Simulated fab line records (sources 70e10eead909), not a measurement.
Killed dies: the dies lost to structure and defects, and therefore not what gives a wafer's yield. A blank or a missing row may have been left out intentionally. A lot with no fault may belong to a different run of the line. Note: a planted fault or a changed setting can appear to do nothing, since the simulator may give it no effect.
fab line records | flow nandHarc
[record] lots = 5 wafers = 15 lastDay = 33
route steps=1302 shown A_CHANNEL_HOLE_D2@593 A_CHANNEL_FILL_D2@610 END@1302
lots that met no fault: from a run of the same line without faults
startH: the number of hours between the record's first day and the start of the first shown wafer of the lot | waitH: hours since the lot's step before | " repeats the value in the row above | L1.1+2: one row covering several wafers at once | - no value, or no start was given | * or withheld: withheld | < > ~ a bound
route shown NAME@n: a module of which the file shows steps, and the number in the route of the first | usual: average and standard deviation across the fault-free wafers | same: alike in all rows | chamber/n: place in a boat | sites: readings site by site | _std_site: their standard deviation | _edge_site: the outer-site mean with the inner-site mean subtracted | radiusMm: how far each site lies from the wafer's centre | mask NAME#n: copy n | behind: the tool/chamber that last shaped the wafer | hold: cause of the lot's hold/its duration in hours/its outcome | device: the transistor (n, p or np) that didn't switch | end of line: the route-end tests of the same wafers | step lacking rows: just its recipe | killed: not the wafer's yield, but the dies lost to structure and defects at the first sort | map: dies across one wafer; x = killed, . = not, _ = none there
set.NAME: setting as actually run; set.NAME@STEP: the setting as run at that earlier step | model.NAME: the simulator's own value behind a step, which no gauge read
lots at some steps of the route; a table a step, a row a wafer
services: from which hour (startH, from the record's first day; less than 0 if before it) a tool's chamber was out of use, for how many hours, and why
[[steps]]
[step NHARC_A_CHANNEL_HOLE_D2_ETCH_21]
[recipe] biasV = 3000 sourceW = withheld pressureMtorr = 20 timeS = 514.3 arFlowSccm = 375 c4f8FlowSccm = 89.3 o2FlowSccm = 35.7 tempC = -20 targetDepthA = 16000 chemistry = C4F8/O2/Ar
[usual] drypumpMotorCurrentA = 5.5/0.34 showerheadPlenumPTorr = 3.69/0.11 tempC = -19.98/0.1 throttleValvePct = 32.154/0.009
// columns lot.wafer tool chamber startH waitH drypumpMotorCurrentA rfHoursCounterH showerheadPlenumPTorr tempC throttleValvePct
L513.1 harEtch-01 0 291.60 0.3 5.5 145 3.71 -19.76 32.150
L513.3 " 1 " " 5.8 - 3.71 -19.92 32.144
L513.5 " 0 " " 5.5 - 3.70 -19.98 32.147
L516.2 harEtch-01 0 342.33 0.3 5.5 179 3.69 -19.95 32.166
L516.4 " 0 " " 5.5 - 3.69 -20.04 32.141
L516.6 " 0 " " 5.5 - 3.69 -20.06 32.148
L522.2 harEtch-02 1 407.62 0.3 4.9 0 3.93 -19.83 32.155
L522.3 " 1 " " 4.9 - 3.93 -19.81 32.164
L522.4 " 0 " " 5.8 - 3.70 -20.08 32.149
L528.1 harEtch-01 1 460.56 0.3 5.8 259 3.64 -19.90 32.147
L528.4 " 1 " " 5.7 - 3.64 -20.00 32.144
L528.5 " 0 " " 5.5 - 3.64 -20.07 32.158
L534.1 harEtch-02 0 518.22 0.3 5.8 65 3.66 -20.05 32.131
L534.4 " 0 " " 5.7 - 3.67 -20.03 32.144
L534.6 " 1 " " 4.9 - 3.90 -19.85 32.160
[step NHARC_A_CHANNEL_HOLE_D2_ETCH_22]
[recipe] biasV = 3000 sourceW = withheld pressureMtorr = 20 timeS = 666.7 arFlowSccm = 375 c4f8FlowSccm = 89.3 o2FlowSccm = 35.7 tempC = -20 targetDepthA = 16000 chemistry = C4F8/O2/Ar
[step NHARC_A_CHANNEL_HOLE_D2_ETCH_23]
[recipe] biasV = 5000 sourceW = withheld pressureMtorr = 20 timeS = 819 arFlowSccm = 375 c4f8FlowSccm = 89.3 o2FlowSccm = 35.7 tempC = -20 targetDepthA = 16000 chemistry = C4F8/O2/Ar
[step NHARC_A_CHANNEL_HOLE_D2_ETCH_24]
[recipe] biasV = 5000 sourceW = withheld pressureMtorr = 20 timeS = 906.2 arFlowSccm = 375 c4f8FlowSccm = 93.8 o2FlowSccm = 31.2 tempC = -20 targetDepthA = 15000 chemistry = C4F8/O2/Ar
[step NHARC_A_CHANNEL_HOLE_D2_ETCH_25]
[recipe] biasV = 5000 sourceW = withheld pressureMtorr = 20 timeS = 1040.2 arFlowSccm = 375 c4f8FlowSccm = 93.8 o2FlowSccm = 31.2 tempC = -20 targetDepthA = 15000 chemistry = C4F8/O2/Ar
[usual] drypumpMotorCurrentA = 5.5/0.34 showerheadPlenumPTorr = 3.69/0.11 tempC = -20.02/0.095 throttleValvePct = 32.234/0.0087
// columns lot.wafer tool chamber startH waitH drypumpMotorCurrentA rfHoursCounterH showerheadPlenumPTorr tempC throttleValvePct
L513.1 harEtch-01 0 294.07 0.6 5.5 147 3.70 -20.09 32.229
L513.3 " 1 " " 5.8 - 3.70 -19.93 32.249
L513.5 " 0 " " 5.5 - 3.70 -19.94 32.226
L516.2 harEtch-01 0 344.88 0.7 5.5 182 3.68 -20.07 32.244
L516.4 " 0 " " 5.5 - 3.68 -19.89 32.236
L516.6 " 0 " " 5.4 - 3.68 -19.91 32.245
L522.2 harEtch-02 1 410.08 0.6 4.9 3 3.93 -20.07 32.247
L522.3 " 1 " " 4.9 - 3.93 -20.12 32.249
L522.4 " 0 " " 5.8 - 3.69 -20.05 32.230
L528.1 harEtch-01 1 463.12 0.7 5.7 262 3.64 -20.02 32.235
L528.4 " 1 " " 5.7 - 3.64 -20.12 32.248
L528.5 " 0 " " 5.5 - 3.64 -19.99 32.251
L534.1 harEtch-02 0 520.78 0.7 5.8 68 3.66 -20.11 32.230
L534.4 " 0 " " 5.8 - 3.66 -20.07 32.230
L534.6 " 1 " " 4.9 - 3.89 -19.94 32.247
[step NHARC_A_CHANNEL_HOLE_D2_ETCH_26]
[recipe] biasV = 300 sourceW = 2000 pressureMtorr = 30 timeS = 224.1 arFlowSccm = 375 c4f8FlowSccm = 11.4 o2FlowSccm = 113.6 tempC = -20 targetDepthA = 3000 chemistry = C4F8/O2/Ar
[step NHARC_A_CHANNEL_HOLE_D2_ETCH_27]
[recipe] biasV = 400 sourceW = 2000 pressureMtorr = 25 timeS = 90 arFlowSccm = 375 c4f8FlowSccm = 41.7 o2FlowSccm = 83.3 tempC = -20 targetDepthA = 4000 chemistry = C4F8/O2/Ar
[step NHARC_A_CHANNEL_HOLE_D2_STRIP_41]
[recipe] n2FlowSccm = 150 h2FlowSccm = 150 arFlowSccm = 0 biasW = 0 chemistry = N2/H2
[step NHARC_A_CHANNEL_HOLE_D2_STRIP_42]
[recipe] cf4FlowSccm = 100 chf3FlowSccm = 30 arFlowSccm = 0 biasW = 0 chemistry = CF4/CHF3
[step NHARC_A_CHANNEL_HOLE_D2_STRIP_43]
[recipe] o2FlowSccm = 400 cosFlowSccm = 20 arFlowSccm = 0 biasW = 0 chemistry = O2/COS
[step NHARC_A_CHANNEL_HOLE_D2_ETCH_44]
[recipe] targetDepthA = 1400 overetchA = 140 timeS = 77 ionEnergyEv = 100 cf4FlowSccm = 80 o2FlowSccm = 20 arFlowSccm = 0 rfW = 300 biasW = 100 chemistry = CF4/O2
[usual] drypumpMotorCurrentA = 5.7/0.53 oesProductAu = 1.003/0.015 rfFwdPowerW = 297.7/1.2 rfVppV = 197.8/1.2 showerheadPlenumPTorr = 1.33/0.047 throttleValvePct = 13.397/0.011
// columns lot.wafer tool chamber startH waitH drypumpMotorCurrentA oesProductAu rfFwdPowerW rfHoursCounterH rfVppV showerheadPlenumPTorr throttleValvePct
L513.1 rieDiel-12 1 295.89 0.1 5.0 0.988 298.8 0.9 196.3 1.27 13.395
L513.3 " 0 " " 6.7 0.982 296.3 0.9 196.4 1.29 13.394
L513.5 " 1 " " 5.1 0.981 298.4 - 195.6 1.27 13.390
L516.4 rieDiel-12 0 346.57 0.1 6.7 0.980 297.2 3.5 197.9 1.29 13.402
L516.2 " 3 " " 5.3 1.003 296.9 2.0 198.7 1.40 13.409
L516.6 " 1 " " 5.0 0.999 300.9 - 196.4 1.27 13.408
L522.4 rieDiel-09 1 411.91 0.1 5.4 1.039 297.6 0.7 198.6 1.35 13.401
L522.3 " 2 " " 5.8 1.035 297.4 6.9 197.0 1.32 13.387
L522.2 " 0 " " 5.5 1.009 298.3 5.4 197.3 1.29 13.415
L528.1 rieDiel-09 0 464.81 0.0 5.5 1.010 298.0 9.9 196.8 1.29 13.402
L528.4 " 1 " " 5.4 1.030 299.1 4.5 199.8 1.35 13.403
L528.5 " 0 " " 5.5 0.999 298.3 - 196.4 1.29 13.398
L534.4 rieDiel-12 1 522.47 0.1 5.0 0.990 297.6 2.2 196.4 1.27 13.406
L534.1 " 2 " " 5.8 0.988 296.9 2.8 197.7 1.37 13.395
L534.6 " 3 " " 5.3 1.016 299.0 - 199.4 1.40 13.412
[step NHARC_A_CHANNEL_HOLE_D2_STRIP_28]
[recipe] o2FlowSccm = 500 arFlowSccm = 0 biasW = 0 chemistry = O2
[usual] drypumpMotorCurrentA = 5.7/0.55 oesProductAu = 1.002/0.013 rfVppV = 57.8/0.86 showerheadPlenumPTorr = 3.52/0.12 throttleValvePct = 17.037/0.0098
// columns lot.wafer tool chamber startH waitH drypumpMotorCurrentA oesProductAu rfHoursCounterH rfVppV showerheadPlenumPTorr throttleValvePct
L513.1 rieDiel-12 3 - - 5.3 1.010 1.0 58.6 3.70 17.060
L513.3 " 2 " " 5.8 1.002 1.0 58.6 3.62 17.042
L513.5 " 3 " " 5.3 1.013 - 58.7 3.70 17.044
L516.4 rieDiel-12 3 - - 5.3 0.995 2.0 57.2 3.70 17.024
L516.2 " 1 " " 5.1 0.993 3.6 58.9 3.36 17.052
L516.6 " 3 " " 5.3 1.010 - 57.9 3.70 17.030
L522.3 rieDiel-09 0 - - 5.5 1.009 5.4 58.6 3.41 17.037
L522.4 " 2 " " 5.8 1.035 6.9 58.1 3.50 17.029
L522.2 " 3 " " 5.5 1.000 7.1 57.8 3.64 17.038
L528.4 rieDiel-09 2 - - 5.7 1.021 10.2 57.2 3.50 17.022
L528.1 " 3 " " 5.5 0.995 10.1 58.5 3.64 17.040
L528.5 " 1 " " 5.4 1.020 - 56.4 3.58 17.027
L534.1 rieDiel-12 0 - - 6.7 1.006 3.3 57.9 3.41 17.048
L534.4 " 1 " " 5.1 0.991 2.2 57.6 3.36 17.047
L534.6 " 3 " " 5.2 1.017 - 58.3 3.69 17.041
[step NHARC_A_CHANNEL_HOLE_D2_PRECLEAN_29]
[recipe] timeS = * tempC = 50 bathAgeMin = 0 chemistry = SC1
[usual] tempC = 49.99/0.11
// columns lot.wafer tool chamber startH waitH tempC
L513.3 wetBench-06 3 296.56 - 49.79
L513.1 " 4 " " 50.00
L513.5 " 5 " " 50.19
L516.2 wetBench-03 6 347.22 - 49.86
L516.6 " 7 " " 49.74
L516.4 " 3 " " 49.96
L522.4 wetBench-06 7 412.57 - 49.79
L522.2 " 0 " " 50.06
L522.3 " 2 " " 49.90
L528.4 wetBench-05 6 465.47 - 49.99
L528.1 " 0 " " 49.94
L528.5 " 1 " " 49.89
L534.4 wetBench-06 2 523.12 - 49.79
L534.1 " 4 " " 49.81
L534.6 " 5 " " 50.00
[step NHARC_A_CHANNEL_HOLE_D2_SRD_30]
[step NHARC_A_CHANNEL_HOLE_D2_CD_MEAS_31]
[usual] cdNm = 90.1/1.6
// columns lot.wafer tool chamber startH waitH cdNm
L513.1 cdSem-03 - 296.68 - 88.5
L513.3 " - " " 88.8
L513.5 " - " " 88.2
L516.2 cdSem-03 - 347.36 - 88.9
L516.4 " - " " 90.8
L516.6 " - " " 91.4
L522.2 cdSem-01 - 412.70 - 90.1
L522.3 " - " " 90.6
L522.4 " - " " 87.1
L528.1 cdSem-03 - 465.62 - 89.8
L528.4 " - " " 86.4
L528.5 " - " " 88.1
L534.1 cdSem-03 - 523.26 - 89.8
L534.4 " - " " 89.1
L534.6 " - " " 90.1
[step NHARC_A_CHANNEL_HOLE_D2_XSEM_32]
[recipe] landingEnergyEv = 35000
[usual] botCdNm = 74.8/1.7 bowNm = 8.7/0.36 tiltDeg = 0.08/0.039
// columns lot.wafer tool chamber startH waitH botCdNm bowNm tiltDeg
L513.1 xsem-02 0 296.77 0.1 72.8 8.9 0.08
L513.3 " 0 " " 73.4 9.0 0.08
L513.5 " 0 " " 72.6 9.0 0.08
L516.2 xsem-02 0 347.46 0.1 73.5 8.6 0.15
L516.4 " 0 " " 75.7 8.6 0.15
L516.6 " 0 " " 77.0 8.6 0.15
L522.2 xsem-01 0 412.79 0.1 75.3 8.8 0.09
L522.3 " 0 " " 76.1 8.7 0.09
L522.4 " 0 " " 72.3 8.8 0.09
L528.1 xsem-01 0 465.70 0.1 73.6 8.6 0.06
L528.4 " 0 " " 70.2 8.7 0.06
L528.5 " 0 " " 72.1 8.6 0.06
L534.1 xsem-02 0 523.35 0.1 75.3 8.8 0.09
L534.4 " 0 " " 74.8 8.8 0.09
L534.6 " 0 " " 75.1 8.9 0.09
[step NHARC_A_CHANNEL_HOLE_D2_INSPECT_40]
[usual] rawDefectCount = 285/93
// columns lot.wafer tool chamber startH waitH rawDefectCount
L513.1 defectInspect-01 - 296.87 - 200
L513.3 " - " " 235
L513.5 " - " " 225
L516.2 defectInspect-01 - 347.55 - 195
L516.4 " - " " 158
L516.6 " - " " 288
L522.2 defectInspect-01 - 412.89 - 978
L522.3 " - " " 840
L522.4 " - " " 820
L528.1 defectInspect-01 - 465.80 - 185
L528.4 " - " " 417
L528.5 " - " " 290
L534.1 defectInspect-02 - 523.45 - 172
L534.4 " - " " 304
L534.6 " - " " 247
[step NHARC_A_CHANNEL_FILL_D2_PRECLEAN_00]
[recipe] timeS = * tempC = 50 bathAgeMin = 0 chemistry = SC1
[step NHARC_END_SORT_01]
[recipe] tempC = 25
[usual] killedAtArray = 59/20 killedAtOther = 0.8/1.1 killedAtPeriphery = 5/3.1 killedDies = 64/21 killedOpen = 3.4/1.9 killedShort = 2.3/1.7
[same] grossDies = 677
// columns lot.wafer tool chamber startH waitH killedAtArray killedAtOther killedAtPeriphery killedDies killedOpen killedShort
L522.2 prober-01 0 675.26 2.8 131 0 1 132 2 1
L522.3 prober-01 0 676.06 3.1 126 2 2 130 4 4
L522.4 prober-01 0 676.85 3.4 119 0 3 122 4 1
// killed by level:class
L522.2 A_CHANNEL_HOLE_D2:unspecified=66 A_SLIT:chamberFilmFlake=31 A_CHANNEL_HOLE_D1:chamberFilmFlake=23 A_STAIRCASE:chamberFilmFlake=2 A_WL_FILL:chamberFilmFlake=2 A_M1:chamberFilmFlake=2 A_ONON_D1:geometricParticle:open=1 A_ONON_D2:geometricParticle:open=1
L522.3 A_CHANNEL_HOLE_D2:unspecified=60 A_CHANNEL_HOLE_D1:chamberFilmFlake=33 A_SLIT:chamberFilmFlake=19 A_CONTACT:chamberFilmFlake=3 P_M0:geometricParticle:open=2 A_SGD_CUT:geometricParticle:short=2 A_CHANNEL_HOLE_D2:chamberFilmFlake=2 A_M1:chamberFilmFlake=2
L522.4 A_CHANNEL_HOLE_D2:unspecified=56 A_SLIT:chamberFilmFlake=32 A_CHANNEL_HOLE_D1:chamberFilmFlake=20 A_CHANNEL_FILL_D2:chamberFilmFlake=2 A_STAIRCASE:chamberFilmFlake=2 A_CONTACT:chamberFilmFlake=2 A_M1:chamberFilmFlake=2 P_CONTACT:geometricParticle:open=1
[[services]]
// columns tool chamber startH hours kind
rieDiel-12 - 268.40 9.0 pm
rieDiel-12 0 268.40 9.0 ventCycle
rieDiel-12 1 268.40 9.0 ventCycle
rieDiel-12 2 268.40 9.0 ventCycle
rieDiel-09 1 284.03 110.2 repair
rieDiel-09 2 305.36 10.9 repair
rieDiel-12 - 315.92 1.6 repair
rieDiel-09 - 320.36 9.0 pm
rieDiel-12 2 321.12 15.3 repair
rieDiel-12 3 324.38 10.3 repair
rieDiel-09 2 334.73 1.9 repair
rieDiel-09 0 363.43 3.4 repair
rieDiel-12 - 366.98 0.2 repair
wetBench-06 - 369.60 8.0 pm
xsem-01 - 374.00 14.0 pm
rieDiel-09 0 385.19 4.8 repair
wetBench-03 - 386.40 8.0 pm
harEtch-02 - 390.19 17.0 pm
rieDiel-09 3 428.32 1.3 repair
rieDiel-12 0 429.01 3.2 repair
wetBench-05 - 436.86 8.0 pm
wetBench-06 - 443.97 5.2 repair
rieDiel-12 - 445.40 9.0 pm
rieDiel-09 - 497.36 9.0 pm
[[key]]
[firstSign] step = NHARC_A_CHANNEL_HOLE_D2_INSPECT_40 reading = rawDefectCount direction = up sigmas = 6.4 usual = 285 struck = 879
[effect] step = NHARC_END_SORT_01 reading = killedAtArray direction = up sigmas = 3.4 usual = 59 struck = 125
[moreKillsBornAt] NHARC_A_CHANNEL_HOLE_D2_PRECLEAN_29@wetBench-06 = 179
metAt NHARC_A_CHANNEL_HOLE_D2_PRECLEAN_29
struckWafers L522.2,L522.3,L522.4
testerLeftOut L522
onsetBetween 296.56 412.57
[fault] kind = chamberParticleSource tool = wetBench-06 chamber = - onsetH = 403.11 steps = NHARC_A_CHANNEL_HOLE_D2_PRECLEAN_29 ratePerVisitCm2 = 0.38377 endH = 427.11
// testerLeftOut: of these lots the tester's yield and bins aren't shown, on N5 and GAA mostly nor the transistor test; their killed dies are dies lost to structure and defects alone, not to doping, threshold or leakage, so they don't give the yield
